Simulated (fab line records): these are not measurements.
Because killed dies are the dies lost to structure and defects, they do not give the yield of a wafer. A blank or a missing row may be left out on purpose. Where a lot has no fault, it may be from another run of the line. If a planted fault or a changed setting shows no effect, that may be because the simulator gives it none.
Which tool is to blame? + flow nandHarc + 6 lots, 17 wafers sampled, at 5 steps of a route of 1302

## WHAT THE GAUGES SHOWED, per wafer
NHARC_A_ONON_D2_THK_MEAS_11: measures by ellipsometry.
| lot  | measured     | on           | thkNm (nm)     |
|------|--------------|--------------|----------------|
| L107 | day 13 12:50 | filmMetro-02 | 1003 1003 1003 |
| L110 | day 15 08:50 | filmMetro-01 | 983 984 983    |
| L115 | day 16 20:23 | filmMetro-01 | 1007 1009 1007 |
| L119 | day 18 06:51 | filmMetro-02 | 995 996 996    |
| L122 | day 19 12:20 | filmMetro-01 | 649 651        |
| L128 | day 22 00:39 | filmMetro-02 | 999 999 999    |

## WHICH TOOL RAN EACH LOT (tool, then ch and the chambers of the sampled wafers, then the start)
| lot  | NHARC_A_CHANNEL_HOLE_D1_STRIP_27             | NHARC_A_CHANNEL_FILL_D1_STRIP_28  | NHARC_A_DECK1_JOINT_CMP_02    | NHARC_A_ONON_D2_DEP_09          |
|------|----------------------------------------------|-----------------------------------|-------------------------------|---------------------------------|
| L107 | rieDiel-07 ch 0,2,3, day 11 02:37 or earlier | rieDiel-02 ch 0,1, day 11 02:37   | cmp-01 ch 0,2,3, day 13 09:49 | pecvdOnon-01 ch 0, day 13 12:23 |
| L110 | rieDiel-07 ch 0,2,3, day 11 22:44 or earlier | rieDiel-03 ch 0,1,3, day 11 22:44 | cmp-04 ch 1,2,3, day 15 05:32 | pecvdOnon-04 ch 0, day 15 08:23 |
| L115 | rieDiel-04 ch 1,3, day 14 03:54 or earlier   | rieDiel-02 ch 0,1, day 14 03:54   | cmp-03 ch 1,3, day 16 17:07   | pecvdOnon-01 ch 0, day 16 19:56 |
| L119 | rieDiel-01 ch 0,1,3, day 15 17:10 or earlier | rieDiel-02 ch 0,2, day 15 17:10   | cmp-03 ch 1,2,3, day 18 03:44 | pecvdOnon-01 ch 0, day 18 06:20 |
| L122 | rieDiel-07 ch 0, day 16 22:08 or earlier     | rieDiel-13 ch 0,2, day 16 22:08   | cmp-03 ch 0,2, day 19 09:23   | pecvdOnon-01 ch 0, day 19 11:50 |
| L128 | rieDiel-07 ch 1,2,3, day 19 10:06 or earlier | rieDiel-13 ch 1,2,3, day 19 10:06 | cmp-04 ch 0,1,3, day 21 20:41 | pecvdOnon-02 ch 0, day 22 00:11 |
- NHARC_A_CHANNEL_HOLE_D1_STRIP_27: strips in O2.
- NHARC_A_CHANNEL_FILL_D1_STRIP_28: strips in O2, time 20 s.
- NHARC_A_DECK1_JOINT_CMP_02: polishes SiOx.
- NHARC_A_ONON_D2_DEP_09: target thk 1000 nm.

## THE ANSWER, worked out from the rows above alone
Rule: what is usual is taken from the lots themselves. The widest of any qualifying gaps counts: lots, ordered by their means at a reading, are off when they make up no more than a third of the lots, leave a main group of 4 or more, and stand apart from it by 3 or more times the standard deviation of that group's means. A main group is skipped when, at the precision printed for the reading in the tables above, its means are all equal. Also off: a lot with no number at a reading for which 4 or more lots have one. All remaining lots with rows at the step are treated as sound.
Off at NHARC_A_ONON_D2_THK_MEAS_11 (thkNm): L122. The main group has a mean of 998 nm with a standard deviation of 8.2.
A tool fits if, at a process step before that reading, it ran every lot that is off, and no sound lot after the first of them. Those tools and the gauges at NHARC_A_ONON_D2_THK_MEAS_11 are tried in the same way. Because NHARC_A_CHANNEL_HOLE_D1_STRIP_27 lacks a start for some lots, the hours and order of its lots are taken from NHARC_A_CHANNEL_FILL_D1_STRIP_28. Can't be told from this: 3 tools fit, cmp-03 at NHARC_A_DECK1_JOINT_CMP_02, pecvdOnon-01 at NHARC_A_ONON_D2_DEP_09, filmMetro-01 at NHARC_A_ONON_D2_THK_MEAS_11.

## WHAT HAD BEEN PUT IN BY THE SIMULATOR
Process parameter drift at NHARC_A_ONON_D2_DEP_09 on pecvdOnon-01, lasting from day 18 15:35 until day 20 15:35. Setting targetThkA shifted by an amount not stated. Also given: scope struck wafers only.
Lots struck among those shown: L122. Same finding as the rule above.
